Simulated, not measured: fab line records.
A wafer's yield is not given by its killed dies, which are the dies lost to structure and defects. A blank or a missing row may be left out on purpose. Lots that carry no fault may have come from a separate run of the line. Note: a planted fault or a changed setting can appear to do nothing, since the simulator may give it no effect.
Comparing a struck lot with a sound one + flow nandHarc + 12 steps out of a route of 1159
Sound: the wafers L571.1, L571.4, L571.5. Struck: wafers L574.1, L574.2, L574.6. The cause is given at the end.
For every step that has rows: the tool of each side, followed by ch and its chambers, followed by its first start. Under that, the readings that differ: sound wafers + struck wafers + difference of the means + sigmas: that difference in standard deviations of wafers without a fault.
alike: readings with means less than 2 such deviations apart, plus words and numbers identical on both sides. not compared: withheld readings, readings lacking a value on some wafer, bounds such as >300 that could conceal the same value, and numbers that have no deviation in the record and whose values overlap.
Wherever a step has rows on one side only, a row that says differs or no value, or a row with sigmas, the two part there. Numbers that don't overlap but have no deviation are shown without sigmas and don't part them. Lack of a reading on every wafer of one side parts them only where that side has two or more wafers.

first, 1 step without rows for these wafers: NHARC_A_SLIT_SRD_20.
NHARC_A_SLIT_CD_MEAS_21:
  sound: cdSem-03 at day 17 02:37; struck: cdSem-01 at day 18 19:47
  alike: cdNm
then, 3 steps without rows for these wafers: NHARC_A_SIN_REMOVE_WET_00 (chemistry H3PO4, time 15300 s); NHARC_A_SIN_REMOVE_PRECLEAN_01 (cleans in SC1); NHARC_A_SIN_REMOVE_SRD_02.
NHARC_A_SIN_REMOVE_INSPECT_04:
  sound: defectInspect-01 at day 17 10:19; struck: defectInspect-01 at day 19 02:40
  alike: rawDefectCount
NHARC_A_WL_FILL_ALD_00: deposits Al2O3, target thk 3 nm, pulse time 3 s, ald cycles 30.
  sound on aldHk-02 ch 1,3, day 17 10:24; struck on aldHk-03 ch 0,2,3, day 19 03:03
  alike: heaterPowerW, precursorPulseHeightRel
NHARC_A_WL_FILL_RTA_01: time 5 s.
  sound on rtpAnneal-02 ch 0, day 17 10:38; struck on rtpAnneal-01 ch 0, day 19 03:19
| reading             | sound          | struck         | difference | sigmas |
|---------------------|----------------|----------------|------------|--------|
| lamp_zone_3_pct (%) | 28.2 28.1 28.1 | 29.6 29.7 29.7 | +1.5       | +2     |
  alike: lampPowerPct, lamp_zone_6_pct, wafer_temp_C_max
NHARC_A_WL_FILL_ALD_02: deposits TiN, target thk 2 nm, pulse time 3 s, ald cycles 100.
  sound on aldMetal-04 ch 0,2,3, day 17 10:54; struck on aldMetal-01 ch 0,1,2, day 19 03:32
  alike: heaterPowerW, precursorPulseHeightRel
NHARC_A_WL_FILL_CVD_03: deposits W, target thk 40 nm, time 3302 s.
  sound on cvdW-01 ch 0,1, day 17 20:32; struck on cvdW-02 ch 0,1, day 19 06:35
  alike: heaterPowerW, throttleValvePct
NHARC_A_WL_FILL_ETCHBACK_04: etches the open film in NF3, target depth 60 nm, time 120 s.
  sound on rieMetal-01 ch 1, day 17 23:23; struck on rieMetal-03 ch 0,1, day 19 09:56
| reading             | sound             | struck            | difference | sigmas      |
|---------------------|-------------------|-------------------|------------|-------------|
| oesProductAu (a.u.) | 0.981 0.974 0.978 | 1.011 0.999 1.015 | +0.031     | +3          |
| runLengthS (s)      | 141.7 141.5 142.2 | 98.8 98.6 98.7    | -43.1      | -99 or more |
  alike: chamberPressureMTorr, drypumpMotorCurrentA
  not compared: rfHoursCounterH
NHARC_A_WL_FILL_ETCHBACK_05: etches the open film in Cl2/BCl3, target depth 22 nm, time 60 s.
  sound on rieMetal-01 ch 1, day 17 23:38; struck on rieMetal-03 ch 0,1, day 19 10:11
| reading             | sound             | struck            | difference | sigmas |
|---------------------|-------------------|-------------------|------------|--------|
| oesProductAu (a.u.) | 0.984 0.981 0.985 | 1.026 0.988 1.019 | +0.028     | +3     |
  alike: chamberPressureMTorr, drypumpMotorCurrentA, runLengthS
  not compared: rfHoursCounterH

== WHERE THEY PART ==
At NHARC_A_WL_FILL_RTA_01 first; at NHARC_A_WL_FILL_ETCHBACK_05 last (within this record only).

WHY: what had been put in by the simulator
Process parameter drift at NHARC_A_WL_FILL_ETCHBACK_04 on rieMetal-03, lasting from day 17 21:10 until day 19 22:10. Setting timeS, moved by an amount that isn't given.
